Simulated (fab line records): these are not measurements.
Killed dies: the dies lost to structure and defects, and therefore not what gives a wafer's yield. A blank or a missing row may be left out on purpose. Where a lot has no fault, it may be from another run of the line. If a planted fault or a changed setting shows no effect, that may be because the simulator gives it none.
fab line records	flow n5-finfet
record: lots: 24	wafers: 72	last-day: 18
route steps=1938 shown BEOL_M9@1468 BEOL_M10@1484 BEOL_M11@1550
lots untouched by any fault: they come from a run of this same line in which no faults occurred
start-h: hours from the record's first day to the start of the lot's first wafer shown	wait-h: hours elapsed since this lot's preceding step	" unchanged from the row above	L1.1+2: one row covering several wafers at once	- no value, or no start was given	* or withheld: withheld	< > ~ a bound
route shown NAME@n: names a module that has steps shown in the file, with the first one's number in the route	usual: mean/standard deviation taken from wafers without a fault	same: alike in all rows	chamber/n: place in a boat	sites: the reading at each site	_std_site: the standard deviation of these	_edge_site: inner sites' mean taken away from outer sites' mean	radius-mm: for every site, how far away it sits from the centre of the wafer	mask NAME#n: copy n	behind: the tool/chamber that last shaped the wafer	hold: why the lot was held/for how many hours/how that ended	device: transistor that didn't switch, given as n, p or np	end of line: tests of these same wafers at the route's end	a step given without rows: its recipe and nothing more	killed: dies that structure and defects cost at the first sort, which is not the same as the wafer's yield	map: per-die view of a wafer (x killed, . not killed, _ where there is no die)
set.NAME: the run value of the setting; set.NAME@STEP: its run value at that earlier step	model.NAME: the simulator's own value behind a step, which no gauge read
one table for each step of the route and one row for each wafer, over a sample of lots
services: the hour from which a tool's chamber was out of use, counted from the record's first day as start-h (under 0 if before that day), plus the number of hours and why
== steps ==
step: N5_BEOL_M9_RS_MEAS_57
recipe: thk-meas-gauge: four-point-probe	reads: Cu_of_BEOL_M9_ECD_50+Co_of_BEOL_M9_CVD_78+TaN_of_BEOL_M9_ALD_74
usual: M9_RS: 0.151/0.0033
lot.wafer	tool	chamber	start-h	wait-h	M9_RS[ohm/sq]
L075.2	film-metro-01	-	206.63	0.1	0.150
L075.4	"	-	"	"	0.152
L075.6	"	-	"	"	0.149
L074.3	film-metro-02	-	207.08	0.1	0.145
L074.5	"	-	"	"	0.147
L074.6	"	-	"	"	0.148
L076.1	film-metro-02	-	222.74	0.1	0.157
L076.4	"	-	"	"	0.150
L076.5	"	-	"	"	0.157
L077.1	film-metro-02	-	230.74	0.1	0.151
L077.4	"	-	"	"	0.152
L077.6	"	-	"	"	0.151
L078.1	film-metro-02	-	231.04	0.1	0.149
L078.5	"	-	"	"	0.148
L078.6	"	-	"	"	0.148
L079.1	film-metro-01	-	232.76	0.1	0.152
L079.2	"	-	"	"	0.153
L079.3	"	-	"	"	0.156
L080.1	film-metro-02	-	245.52	0.1	0.146
L080.3	"	-	"	"	0.147
L080.6	"	-	"	"	0.146
L081.1	film-metro-02	-	253.60	0.1	0.150
L081.2	"	-	"	"	0.148
L081.5	"	-	"	"	0.153
L083.2	film-metro-02	-	256.73	0.1	0.148
L083.4	"	-	"	"	0.154
L083.6	"	-	"	"	0.152
L082.3	film-metro-02	-	262.53	0.1	0.151
L082.4	"	-	"	"	0.157
L082.6	"	-	"	"	0.149
L084.2	film-metro-02	-	264.39	0.1	0.154
L084.3	"	-	"	"	0.153
L084.4	"	-	"	"	0.156
L086.2	film-metro-01	-	286.66	0.1	0.148
L086.3	"	-	"	"	0.151
L086.5	"	-	"	"	0.148
L085.1	film-metro-02	-	291.66	0.1	0.149
L085.2	"	-	"	"	0.148
L085.5	"	-	"	"	0.146
L087.1	film-metro-01	-	291.93	0.1	0.150
L087.4	"	-	"	"	0.153
L087.5	"	-	"	"	0.147
L089.1	film-metro-02	-	314.32	0.1	0.147
L089.5	"	-	"	"	0.154
L089.6	"	-	"	"	0.150
L088.2	film-metro-02	-	314.87	0.1	0.153
L088.4	"	-	"	"	0.154
L088.5	"	-	"	"	0.150
L090.3	film-metro-02	-	320.77	0.1	0.158
L090.4	"	-	"	"	0.149
L090.6	"	-	"	"	0.157
L091.1	film-metro-02	-	324.99	0.1	0.151
L091.5	"	-	"	"	0.152
L091.6	"	-	"	"	0.156
L093.1	film-metro-02	-	331.35	0.1	0.151
L093.4	"	-	"	"	0.149
L093.6	"	-	"	"	0.150
L092.1	film-metro-02	-	343.11	0.1	0.150
L092.3	"	-	"	"	0.150
L092.4	"	-	"	"	0.148
L094.2	film-metro-01	-	347.61	0.1	0.148
L094.4	"	-	"	"	0.148
L094.5	"	-	"	"	0.149
L095.3	film-metro-01	-	359.74	0.1	0.147
L095.5	"	-	"	"	0.147
L095.6	"	-	"	"	0.148
L096.1	film-metro-02	-	364.84	0.1	0.154
L096.4	"	-	"	"	0.156
L096.5	"	-	"	"	0.154
L097.1	film-metro-01	-	380.05	0.1	0.146
L097.5	"	-	"	"	0.144
L097.6	"	-	"	"	0.151
step: N5_BEOL_M10_OVL_MEAS_12
recipe: points-per-wafer: 44
usual: M10_OVL: 0.0/0.71
lot.wafer	tool	chamber	start-h	wait-h	M10_OVL[nm]
L075.2	overlay-01	0	208.93	0.0	-0.5
L075.4	"	0	"	"	0.7
L075.6	"	0	"	"	0.3
L074.3	overlay-02	0	209.11	0.0	-0.3
L074.5	"	0	"	"	-0.6
L074.6	"	0	"	"	-0.2
L076.1	overlay-01	0	224.55	0.0	0.0
L076.4	"	0	"	"	0.7
L076.5	"	0	"	"	0.1
L077.1	overlay-01	0	232.52	0.0	0.2
L077.4	"	0	"	"	0.4
L077.6	"	0	"	"	0.7
L078.1	overlay-02	0	234.85	0.0	-0.1
L078.5	"	0	"	"	-0.2
L078.6	"	0	"	"	0.0
L079.1	overlay-02	0	235.41	0.0	-2.0
L079.2	"	0	"	"	-2.0
L079.3	"	0	"	"	0.3
L080.1	overlay-01	0	248.06	0.0	0.5
L080.3	"	0	"	"	0.5
L080.6	"	0	"	"	-0.1
L081.1	overlay-02	0	256.53	0.0	-0.5
L081.2	"	0	"	"	-1.6
L081.5	"	0	"	"	-0.6
L083.2	overlay-02	0	258.34	0.0	-0.7
L083.4	"	0	"	"	-0.4
L083.6	"	0	"	"	-0.4
L082.3	overlay-02	0	266.10	0.0	-1.0
L082.4	"	0	"	"	-0.9
L082.6	"	0	"	"	-0.3
L084.2	overlay-01	0	266.90	0.0	0.7
L084.3	"	0	"	"	0.7
L084.4	"	0	"	"	1.0
L086.2	overlay-02	0	289.89	0.0	0.2
L086.3	"	0	"	"	0.5
L086.5	"	0	"	"	0.9
L085.1	overlay-01	0	293.03	0.0	-0.8
L085.2	"	0	"	"	-0.3
L085.5	"	0	"	"	-0.3
L087.1	overlay-02	0	293.39	0.0	0.2
L087.4	"	0	"	"	-0.5
L087.5	"	0	"	"	-0.5
L089.1	overlay-02	0	318.11	0.0	1.6
L089.5	"	0	"	"	0.8
L089.6	"	0	"	"	1.7
L088.2	overlay-02	0	318.27	0.0	-1.0
L088.4	"	0	"	"	-1.0
L088.5	"	0	"	"	0.1
L090.3	overlay-02	0	322.13	0.0	-0.2
L090.4	"	0	"	"	0.3
L090.6	"	0	"	"	0.8
L091.1	overlay-01	0	329.70	0.0	0.4
L091.5	"	0	"	"	0.7
L091.6	"	0	"	"	-0.6
L093.1	overlay-02	0	333.41	0.0	0.5
L093.4	"	0	"	"	0.2
L093.6	"	0	"	"	1.0
L092.1	overlay-01	0	345.46	0.0	0.0
L092.3	"	0	"	"	0.1
L092.4	"	0	"	"	-0.8
L094.2	overlay-01	0	349.58	0.0	0.2
L094.4	"	0	"	"	-0.8
L094.5	"	0	"	"	-0.1
L095.3	overlay-02	0	362.10	0.0	-0.2
L095.5	"	0	"	"	-0.2
L095.6	"	0	"	"	-0.1
L096.1	overlay-02	0	368.55	0.0	-0.1
L096.4	"	0	"	"	0.2
L096.5	"	0	"	"	0.0
L097.1	overlay-01	0	381.46	0.0	-1.2
L097.5	"	0	"	"	-0.3
L097.6	"	0	"	"	-1.3
step: N5_BEOL_M10_ETCH_62
recipe: chemistry: N2/H2	target: SOC	target-depth-a: 1100	overetch-a: 220	mask-material: SiARC	temp-c: 40	time-s: 165	ion-energy-ev: 200	pressure-mtorr: 30	source-w: 840	bias-w: 150	n2-flow-sccm: 200	h2-flow-sccm: 200
usual: drypump-motor-current-A: 5.8/0.43	oes-product-au: 0.69/0.082	rf-vpp-V: 523.5/2.9	showerhead-plenum-p-Torr: 2.53/0.098	throttle-valve-pct: 17.75/0.29
lot.wafer	tool	chamber	start-h	wait-h	drypump-motor-current-A	oes-product-au	rf-hours-counter-h	rf-vpp-V	showerhead-plenum-p-Torr	throttle-valve-pct
L074.3	rie-diel-06	1	209.47	0.0	6.0	0.58	248	522.3	2.50	18.20
L074.5	"	2	"	"	5.4	0.60	-	520.5	2.44	18.18
L074.6	"	3	"	"	6.5	0.71	-	521.0	2.47	17.76
L075.2	rie-diel-04	2	209.49	0.1	5.8	0.61	190	528.0	2.64	18.07
L075.4	"	2	"	"	5.8	0.61	-	526.4	2.64	18.06
L075.6	"	3	"	"	5.4	0.73	-	522.3	2.47	17.34
L076.1	rie-diel-06	3	224.74	0.0	6.5	0.71	71	521.4	2.47	17.75
L076.4	"	1	"	"	6.0	0.57	-	522.6	2.49	18.21
L076.5	"	2	"	"	5.4	0.59	-	518.8	2.43	18.19
L077.1	rie-diel-05	1	232.92	0.0	6.1	0.69	66	523.1	2.50	17.67
L077.4	"	3	"	"	5.6	0.85	1	522.0	2.52	17.99
L077.6	"	3	"	"	5.6	0.84	-	522.8	2.52	17.99
L078.1	rie-diel-04	0	235.10	0.0	5.6	0.81	5	527.7	2.72	17.52
L078.5	"	2	"	"	5.8	0.60	-	526.5	2.64	18.08
L078.6	"	3	"	"	5.4	0.72	-	522.2	2.47	17.36
L079.1	rie-diel-05	1	235.65	0.0	6.1	0.70	67	522.9	2.50	17.69
L079.2	"	2	"	"	5.1	0.59	231	524.9	2.63	17.78
L079.3	"	3	"	"	5.6	0.85	2	521.2	2.52	17.98
L080.1	rie-diel-06	2	248.75	0.0	5.5	0.58	228	521.3	2.43	18.21
L080.3	"	0	"	"	6.6	0.80	8	522.7	2.47	17.55
L080.6	"	3	"	"	6.5	0.70	-	522.7	2.47	17.79
L081.1	rie-diel-06	3	256.68	0.0	6.5	0.70	85	521.0	2.47	17.79
L081.2	"	0	"	"	6.6	0.79	11	522.4	2.47	17.53
L081.5	"	0	"	"	6.6	0.79	-	521.2	2.47	17.54
L083.2	rie-diel-04	3	258.75	0.0	5.4	0.71	67	523.4	2.47	17.36
L083.4	"	1	"	"	5.3	0.59	218	521.9	2.42	17.51
L083.6	"	0	"	"	5.6	0.79	-	529.5	2.72	17.55
L082.3	rie-diel-04	3	266.27	0.0	5.4	0.70	69	522.0	2.46	17.36
L082.4	"	0	"	"	5.6	0.80	16	527.7	2.72	17.54
L082.6	"	1	"	"	5.2	0.59	-	519.2	2.42	17.51
L084.2	rie-diel-06	2	267.04	0.0	5.5	0.58	235	518.6	2.43	18.21
L084.3	"	1	"	"	6.0	0.80	8	521.8	2.49	17.72
L084.4	"	0	"	"	6.6	0.78	15	523.7	2.47	17.55
L086.2	rie-diel-06	0	290.18	0.0	6.6	0.77	21	522.0	2.47	17.56
L086.3	"	3	"	"	6.5	0.69	95	522.1	2.46	17.81
L086.5	"	0	"	"	6.6	0.77	-	524.1	2.47	17.57
L085.1	rie-diel-05	3	293.32	0.0	5.6	0.78	22	521.7	2.51	18.02
L085.2	"	1	"	"	6.1	0.68	87	522.9	2.49	17.72
L085.5	"	1	"	"	6.0	0.68	-	523.3	2.49	17.73
L087.1	rie-diel-05	1	293.58	0.0	6.1	0.68	87	523.7	2.49	17.71
L087.4	"	0	"	"	5.7	0.75	-	529.8	2.68	17.41
L087.5	"	3	"	"	5.6	0.78	-	522.5	2.51	18.02
L089.1	rie-diel-06	3	318.48	0.0	6.5	0.68	106	521.0	2.46	17.83
L089.5	"	1	"	"	6.0	0.77	-	522.5	2.48	17.76
L089.6	"	0	"	"	6.6	0.75	-	522.4	2.46	17.59
L088.2	rie-diel-04	3	318.63	0.0	5.4	0.69	86	522.1	2.46	17.40
L088.4	"	1	"	"	5.2	0.58	239	519.3	2.41	17.54
L088.5	"	3	"	"	5.3	0.69	-	520.9	2.46	17.39
L090.3	rie-diel-04	0	322.27	0.0	5.6	0.75	36	529.2	2.71	17.57
L090.4	"	1	"	"	5.2	0.58	240	521.2	2.41	17.56
L090.6	"	0	"	"	5.6	0.75	-	527.7	2.71	17.58
L091.1	rie-diel-05	0	329.98	0.0	5.7	0.72	41	527.5	2.67	17.42
L091.5	"	3	"	"	5.7	0.76	-	520.2	2.50	18.04
L091.6	"	2	"	"	5.1	0.80	-	525.7	2.62	17.35
L093.1	rie-diel-06	2	333.59	0.0	5.5	0.57	250	519.8	2.42	18.25
L093.4	"	1	"	"	6.0	0.75	31	521.5	2.48	17.77
L093.6	"	3	"	"	6.5	0.67	-	520.7	2.46	17.84
L092.1	rie-diel-04	0	346.30	0.0	5.7	0.74	45	528.6	2.70	17.61
L092.3	"	1	"	"	5.2	0.57	249	518.8	2.40	17.55
L092.4	"	3	"	"	5.4	0.68	96	521.9	2.45	17.43
L094.2	rie-diel-04	0	350.30	0.0	5.6	0.74	47	527.4	2.70	17.60
L094.4	"	0	"	"	5.6	0.74	-	527.6	2.70	17.60
L094.5	"	1	"	"	5.2	0.58	-	519.5	2.40	17.56
L095.3	rie-diel-04	0	362.24	0.0	5.6	0.74	53	529.1	2.70	17.62
L095.5	"	0	"	"	5.6	0.73	-	528.3	2.70	17.62
L095.6	"	3	"	"	5.4	0.68	-	521.2	2.45	17.43
L096.1	rie-diel-05	3	368.70	0.0	5.6	0.75	45	521.6	2.50	18.06
L096.4	"	2	"	"	5.1	0.78	14	525.8	2.61	17.37
L096.5	"	2	"	"	5.1	0.78	-	525.2	2.61	17.38
L097.1	rie-diel-05	1	381.61	0.0	6.1	0.66	114	522.7	2.48	17.77
L097.5	"	1	"	"	6.1	0.66	-	521.6	2.48	17.76
L097.6	"	0	"	"	5.7	0.71	-	529.6	2.67	17.44
step: N5_BEOL_M10_VIA_ETCH_34
recipe: chemistry: C4F6/O2	target: SiCOH_lowk	target-depth-a: 1845	mask-material: SOC	taper-deg: 4	time-s: 69.2	ion-energy-ev: 250	pressure-mtorr: 30	source-w: 345	bias-w: 185	Ar_flow_sccm: 300	C4F6_flow_sccm: 10	O2_flow_sccm: 10
usual: drypump-motor-current-A: 5.8/0.44	oes-product-au: 0.82/0.095	rf-vpp-V: 658/17	showerhead-plenum-p-Torr: 2.83/0.13	throttle-valve-pct: 20.76/0.18
lot.wafer	tool	chamber	start-h	wait-h	drypump-motor-current-A	oes-product-au	rf-hours-counter-h	rf-vpp-V	showerhead-plenum-p-Torr	throttle-valve-pct
L074.3	rie-diel-06	1	212.17	0.0	6.0	0.69	250	669	2.77	21.13
L074.5	"	3	"	"	6.5	0.87	-	631	2.73	20.58
L074.6	"	2	"	"	5.5	0.70	-	685	2.67	20.81
L075.2	rie-diel-04	3	213.20	0.0	5.4	0.86	48	658	2.80	20.61
L075.4	"	2	"	"	5.8	0.72	-	648	2.93	21.00
L075.6	"	1	"	"	5.2	0.71	-	653	2.70	20.42
L076.1	rie-diel-04	3	227.77	0.0	5.4	0.84	55	658	2.80	20.61
L076.4	"	1	"	"	5.2	0.69	207	652	2.69	20.43
L076.5	"	1	"	"	5.2	0.69	-	653	2.69	20.43
L077.1	rie-diel-06	2	234.32	0.0	5.4	0.69	221	686	2.67	20.84
L077.4	"	3	"	"	6.5	0.85	-	629	2.73	20.59
L077.6	"	2	"	"	5.5	0.69	-	685	2.67	20.82
L078.1	rie-diel-06	0	236.20	0.0	6.6	0.96	3	655	2.82	20.87
L078.5	"	2	"	"	5.5	0.69	-	687	2.67	20.84
L078.6	"	3	"	"	6.5	0.85	-	631	2.73	20.60
L079.1	rie-diel-06	2	237.26	0.0	5.5	0.68	222	687	2.67	20.83
L079.2	"	3	"	"	6.5	0.84	77	630	2.73	20.61
L079.3	"	0	"	"	6.6	0.95	4	653	2.82	20.90
L080.1	rie-diel-04	2	250.83	0.0	5.9	0.71	208	649	2.92	21.03
L080.3	"	3	"	"	5.3	0.84	64	658	2.80	20.63
L080.6	"	2	"	"	5.8	0.70	-	649	2.92	21.03
L081.1	rie-diel-05	0	257.97	0.0	5.7	0.92	13	689	3.04	20.80
L081.2	"	2	"	"	5.1	0.68	239	662	2.95	20.93
L081.5	"	3	"	"	5.6	0.96	-	639	2.82	20.98
L083.2	rie-diel-06	3	261.18	0.0	6.5	0.83	87	629	2.72	20.62
L083.4	"	0	"	"	6.7	0.92	13	655	2.81	20.90
L083.6	"	2	"	"	5.5	0.68	-	686	2.66	20.86
L082.3	rie-diel-06	2	269.50	0.0	5.4	0.68	236	685	2.66	20.85
L082.4	"	0	"	"	6.6	0.92	16	654	2.81	20.89
L082.6	"	0	"	"	6.6	0.91	-	656	2.81	20.89
L084.2	rie-diel-04	3	269.68	0.0	5.4	0.84	70	656	2.79	20.64
L084.3	"	1	"	"	5.2	0.68	221	653	2.69	20.45
L084.4	"	2	"	"	5.8	0.70	214	649	2.92	21.03
L086.2	rie-diel-05	3	291.51	0.0	5.6	0.93	21	639	2.82	21.01
L086.3	"	1	"	"	6.1	0.82	86	657	2.78	20.74
L086.5	"	1	"	"	6.1	0.82	-	656	2.78	20.73
L085.1	rie-diel-05	0	294.59	0.0	5.7	0.88	27	687	3.03	20.78
L085.2	"	1	"	"	6.1	0.81	88	657	2.78	20.73
L085.5	"	0	"	"	5.8	0.89	-	688	3.03	20.81
L087.1	rie-diel-05	3	295.06	0.0	5.6	0.92	23	640	2.82	21.01
L087.4	"	1	"	"	6.1	0.81	-	656	2.78	20.72
L087.5	"	0	"	"	5.7	0.88	-	689	3.03	20.80
L088.2	rie-diel-05	1	320.53	0.0	6.1	0.79	99	656	2.78	20.76
L088.4	"	2	"	"	5.1	0.95	3	658	2.94	20.56
L088.5	"	1	"	"	6.0	0.79	-	655	2.78	20.73
L089.1	rie-diel-04	2	320.69	0.0	5.8	0.68	228	649	2.91	21.04
L089.5	"	3	"	"	5.4	0.81	-	656	2.79	20.67
L089.6	"	0	"	"	5.6	0.88	-	664	3.04	20.66
L090.3	rie-diel-04	3	324.12	0.0	5.3	0.81	89	657	2.78	20.67
L090.4	"	2	"	"	5.7	0.69	229	649	2.91	21.04
L090.6	"	1	"	"	5.2	0.67	-	653	2.68	20.48
L091.1	rie-diel-04	2	332.38	0.0	5.9	0.70	230	650	2.91	21.06
L091.5	"	3	"	"	5.4	0.81	-	657	2.78	20.66
L091.6	"	0	"	"	5.6	0.88	-	663	3.04	20.67
L093.1	rie-diel-06	0	336.40	0.0	6.7	0.86	38	654	2.80	20.93
L093.4	"	0	"	"	6.7	0.86	-	654	2.80	20.95
L093.6	"	1	"	"	6.0	0.91	-	667	2.75	20.78
L092.1	rie-diel-04	0	349.08	0.0	5.6	0.88	47	663	3.04	20.68
L092.3	"	2	"	"	5.8	0.68	238	649	2.91	21.05
L092.4	"	0	"	"	5.6	0.87	-	663	3.04	20.68
L094.2	rie-diel-05	2	354.02	0.0	5.1	0.93	9	660	2.94	20.58
L094.4	"	0	"	"	5.7	0.85	44	687	3.03	20.83
L094.5	"	0	"	"	5.7	0.85	-	688	3.03	20.82
L095.3	rie-diel-05	0	363.86	0.0	5.7	0.84	46	687	3.02	20.83
L095.5	"	0	"	"	5.7	0.84	-	687	3.02	20.84
L095.6	"	1	"	"	6.1	0.78	-	655	2.77	20.77
L096.1	rie-diel-04	2	371.14	0.0	5.8	0.67	248	649	2.90	21.07
L096.4	"	0	"	"	5.6	0.86	-	663	3.03	20.69
L096.5	"	2	"	"	5.8	0.67	-	652	2.90	21.07
L097.1	rie-diel-05	3	383.46	0.0	5.6	0.87	50	639	2.80	21.03
L097.5	"	2	"	"	5.1	0.89	-	658	2.94	20.60
L097.6	"	3	"	"	5.6	0.87	-	640	2.80	21.05
step: N5_BEOL_M10_CMP_52
recipe: stop-on: SiCOH_lowk	t-overpolish-s: 7	down-force-psi: 1	platen-rpm: 50	clearing-platen-down-force-psi: 1.5	clearing-platen-rpm: 50	post-cmp-clean: cu-alkaline	target-thk-nm: 140	clearing-platen-pad-velocity-m-s: 0.99484	pad-velocity-m-s: 0.99484
usual: barrier-field-endpoint-s: 29.3/0.95	clearing-platen-down-force-psi: 1.499/0.0033	motor-current-A: 5.9/0.36	overpolish-run-s: 6.999/0.0095	slurry-filter-dp-kPa: 13.51/0.13	time-to-endpoint-s: 69/4.6
lot.wafer	tool	chamber	start-h	wait-h	barrier-field-endpoint-s	clearing-platen-down-force-psi	motor-current-A	overpolish-run-s	slurry-filter-dp-kPa	time-to-endpoint-s
L074.3	cmp-04	2	214.45	0.2	29.6	1.500	6.0	7.008	13.56	74
L074.6	"	2	"	"	29.7	1.503	5.9	7.003	13.31	72
L074.5	"	3	"	"	30.5	1.496	6.1	6.989	13.55	74
L075.2	cmp-04	2	215.91	0.2	30.3	1.494	6.5	6.998	13.75	71
L075.4	"	0	"	"	31.9	1.500	6.0	7.004	13.68	74
L075.6	"	1	"	"	29.9	1.503	6.1	7.002	13.32	72
L076.1	cmp-04	0	230.21	0.3	29.7	1.501	6.4	7.006	13.61	74
L076.4	"	2	"	"	29.5	1.499	6.1	7.011	13.51	72
L076.5	"	3	"	"	30.6	1.498	6.2	6.982	13.68	73
L077.1	cmp-04	2	237.43	0.3	30.1	1.506	6.1	6.998	13.66	73
L077.4	"	0	"	"	30.4	1.497	6.4	7.004	13.53	75
L077.6	"	2	"	"	29.6	1.498	5.8	6.982	13.61	74
L078.1	cmp-01	2	238.23	0.3	29.0	1.499	5.7	6.994	13.57	67
L078.6	"	1	"	"	28.2	1.496	5.7	6.995	13.43	63
L078.5	"	2	"	"	29.6	1.498	5.5	7.007	13.30	68
L079.2	cmp-04	3	240.47	0.2	29.9	1.497	5.7	7.008	13.25	77
L079.3	"	1	"	"	29.6	1.501	6.1	6.994	13.66	76
L079.1	"	2	"	"	29.2	1.497	6.2	7.001	13.61	75
L080.3	cmp-01	3	253.50	0.2	28.1	1.497	5.4	7.010	13.46	63
L080.1	"	1	"	"	28.0	1.490	5.2	6.993	13.50	65
L080.6	"	0	"	"	29.6	1.505	5.9	7.017	13.59	71
L081.1	cmp-03	1	263.57	0.3	27.9	1.496	5.8	6.990	13.37	66
L081.2	"	3	"	"	28.1	1.503	6.4	7.004	13.74	64
L081.5	"	2	"	"	27.1	1.502	6.7	7.003	13.57	61
L083.4	cmp-04	3	264.17	0.2	31.2	1.497	6.0	6.984	13.67	74
L083.2	"	1	"	"	29.8	1.498	6.0	6.992	13.31	71
L083.6	"	2	"	"	30.5	1.505	6.0	6.992	13.36	73
L082.3	cmp-01	1	272.51	0.2	28.2	1.498	5.4	7.015	13.57	63
L082.4	"	2	"	"	28.6	1.498	5.6	7.018	13.44	67
L082.6	"	0	"	"	28.3	1.501	5.7	7.015	13.70	67
L084.2	cmp-03	1	272.81	0.2	30.9	1.502	6.0	6.994	13.73	72
L084.3	"	3	"	"	30.0	1.502	6.6	6.988	13.43	69
L084.4	"	0	"	"	31.3	1.501	6.3	6.993	13.43	75
L086.2	cmp-03	0	295.26	0.2	29.9	1.500	6.0	6.997	13.39	72
L086.3	"	3	"	"	28.3	1.499	6.5	6.995	13.74	64
L086.5	"	0	"	"	29.5	1.498	6.0	6.998	13.43	75
L085.1	cmp-04	1	298.55	0.3	27.7	1.503	5.7	6.997	13.51	66
L085.2	"	3	"	"	29.2	1.496	6.2	7.012	13.30	71
L085.5	"	0	"	"	28.3	1.503	6.4	7.005	13.16	67
L087.4	cmp-04	2	298.98	0.1	30.2	1.499	6.2	7.020	13.49	70
L087.1	"	1	"	"	29.0	1.494	5.6	6.981	13.60	70
L087.5	"	2	"	"	29.8	1.496	6.2	6.999	13.47	69
L088.4	cmp-01	1	324.45	0.1	28.8	1.505	5.5	7.004	13.50	63
L088.2	"	3	"	"	28.1	1.502	5.3	6.981	13.38	61
L088.5	"	1	"	"	29.2	1.499	5.5	6.994	13.12	63
L089.1	cmp-03	0	324.83	0.3	29.8	1.499	6.1	6.988	13.43	73
L089.5	"	3	"	"	28.4	1.503	6.7	6.998	13.47	63
L089.6	"	0	"	"	29.9	1.499	6.3	7.016	13.56	73
L090.3	cmp-03	1	329.42	0.2	28.0	1.504	5.8	6.992	13.56	65
L090.4	"	3	"	"	29.3	1.504	6.6	6.996	13.39	65
L090.6	"	1	"	"	28.8	1.503	5.8	6.994	13.57	65
L091.1	cmp-01	3	334.90	0.3	29.1	1.500	5.5	7.016	13.60	65
L091.6	"	2	"	"	29.7	1.500	5.6	7.000	13.49	66
L091.5	"	3	"	"	29.7	1.500	5.6	7.002	13.63	61
L093.4	cmp-04	3	340.19	0.2	31.6	1.502	5.9	7.008	13.50	75
L093.1	"	0	"	"	30.6	1.495	5.6	7.002	13.46	74
L093.6	"	3	"	"	30.3	1.500	6.0	6.994	13.64	74
L092.1	cmp-04	0	355.91	0.3	28.7	1.495	6.2	6.985	13.41	68
L092.3	"	1	"	"	29.6	1.502	5.8	6.995	13.88	70
L092.4	"	2	"	"	29.6	1.506	6.2	6.986	13.55	72
L094.4	cmp-01	3	356.94	0.2	28.4	1.497	5.4	6.989	13.51	65
L094.2	"	1	"	"	28.4	1.501	5.6	6.993	13.56	66
L094.5	"	3	"	"	28.3	1.499	5.1	6.996	13.42	66
L095.3	cmp-03	0	366.68	0.3	30.0	1.501	6.1	6.992	13.54	73
L095.5	"	1	"	"	29.3	1.502	5.9	7.000	13.49	65
L095.6	"	2	"	"	28.5	1.496	6.3	7.000	13.47	61
L096.4	cmp-03	2	373.72	0.1	29.2	1.494	6.3	6.996	13.66	61
L096.1	"	3	"	"	28.4	1.500	6.6	7.001	13.75	62
L096.5	"	3	"	"	29.1	1.501	6.3	6.993	13.63	63
L097.1	cmp-04	0	386.29	0.4	28.9	1.498	6.3	6.988	13.56	72
L097.6	"	1	"	"	30.3	1.496	6.0	7.003	13.33	73
L097.5	"	2	"	"	29.6	1.494	6.0	6.980	13.40	71
step: N5_BEOL_M11_OVL_MEAS_12
recipe: points-per-wafer: 44
usual: M11_OVL: 0.3/0.69
lot.wafer	tool	chamber	start-h	wait-h	M11_OVL[nm]
L074.3	overlay-02	0	216.92	0.0	-0.1
L074.5	"	0	"	"	0.4
L074.6	"	0	"	"	0.7
L075.2	overlay-01	0	218.03	0.0	2.2
L075.4	"	0	"	"	2.0
L075.6	"	0	"	"	1.0
L076.1	overlay-01	0	232.25	0.0	-0.4
L076.4	"	0	"	"	-0.3
L076.5	"	0	"	"	-0.2
L077.1	overlay-02	0	239.04	0.0	0.7
L077.4	"	0	"	"	0.3
L077.6	"	0	"	"	1.5
L078.1	overlay-02	0	240.92	0.0	0.1
L078.5	"	0	"	"	1.3
L078.6	"	0	"	"	0.8
L079.1	overlay-02	0	242.74	0.0	-0.3
L079.2	"	0	"	"	0.1
L079.3	"	0	"	"	-0.5
L080.1	overlay-01	0	256.42	0.0	-0.8
L080.3	"	0	"	"	-0.8
L080.6	"	0	"	"	-0.4
L081.1	overlay-02	0	266.33	0.0	1.0
L081.2	"	0	"	"	0.8
L081.5	"	0	"	"	0.9
L083.2	overlay-02	0	266.96	0.0	0.0
L083.4	"	0	"	"	-0.4
L083.6	"	0	"	"	0.1
L082.3	overlay-01	0	278.04	0.0	1.0
L082.4	"	0	"	"	1.3
L082.6	"	0	"	"	1.7
L084.2	overlay-01	0	278.32	0.0	-0.9
L084.3	"	0	"	"	-0.9
L084.4	"	0	"	"	-0.5
L086.2	overlay-02	0	298.87	0.0	0.6
L086.3	"	0	"	"	0.2
L086.5	"	0	"	"	0.4
L085.1	overlay-01	0	302.16	0.0	0.7
L085.2	"	0	"	"	0.3
L085.5	"	0	"	"	1.3
L087.1	overlay-01	0	302.26	0.0	1.1
L087.4	"	0	"	"	0.3
L087.5	"	0	"	"	-0.2
L088.2	overlay-01	0	329.37	0.0	-0.1
L088.4	"	0	"	"	0.7
L088.5	"	0	"	"	0.5
L089.1	overlay-01	0	329.60	0.0	0.7
L089.5	"	0	"	"	1.6
L089.6	"	0	"	"	-0.3
L090.3	overlay-02	0	331.11	0.0	0.5
L090.4	"	0	"	"	-1.1
L090.6	"	0	"	"	0.1
L091.1	overlay-01	0	337.68	0.0	-0.4
L091.5	"	0	"	"	0.4
L091.6	"	0	"	"	0.4
L093.1	overlay-02	0	342.43	0.0	0.7
L093.4	"	0	"	"	0.7
L093.6	"	0	"	"	0.3
L092.1	overlay-01	0	358.90	0.0	-0.5
L092.3	"	0	"	"	0.5
L092.4	"	0	"	"	-1.1
L094.2	overlay-02	0	358.97	0.0	0.6
L094.4	"	0	"	"	0.4
L094.5	"	0	"	"	0.2
L095.3	overlay-01	0	369.09	0.0	0.3
L095.5	"	0	"	"	0.8
L095.6	"	0	"	"	0.4
L096.1	overlay-01	0	376.00	0.0	0.4
L096.4	"	0	"	"	0.4
L096.5	"	0	"	"	0.7
L097.1	overlay-01	0	389.02	0.0	1.1
L097.5	"	0	"	"	0.4
L097.6	"	0	"	"	1.4
== services ==
tool	chamber	start-h	hours	kind
cmp-01	-	199.59	4.0	pm
rie-diel-04	0	205.22	-	clean
rie-diel-04	0	205.22	-	consumable-replace:focus-ring
rie-diel-04	0	205.22	-	consumable-replace:showerhead
rie-diel-05	3	209.61	4.5	repair
rie-diel-05	0	223.81	5.5	repair
cmp-04	-	226.17	0.8	repair
cmp-03	-	230.95	1.3	repair
cmp-04	-	247.55	1.4	repair
cmp-01	-	252.12	1.1	repair
rie-diel-04	-	266.81	2.4	repair
rie-diel-06	-	267.21	0.6	repair
rie-diel-06	-	275.37	4.3	pm
cmp-04	-	277.06	6.8	pm
cmp-01	-	288.05	0.5	repair
rie-diel-06	2	294.86	13.9	repair
rie-diel-04	2	302.94	7.1	repair
rie-diel-04	2	310.68	4.4	repair
cmp-03	-	314.67	4.0	pm
cmp-03	-	337.53	6.3	repair
rie-diel-04	3	347.13	14.3	repair
rie-diel-06	3	352.68	16.5	repair
cmp-04	-	364.99	4.0	pm
cmp-04	-	377.16	0.9	repair
== key ==
fault none
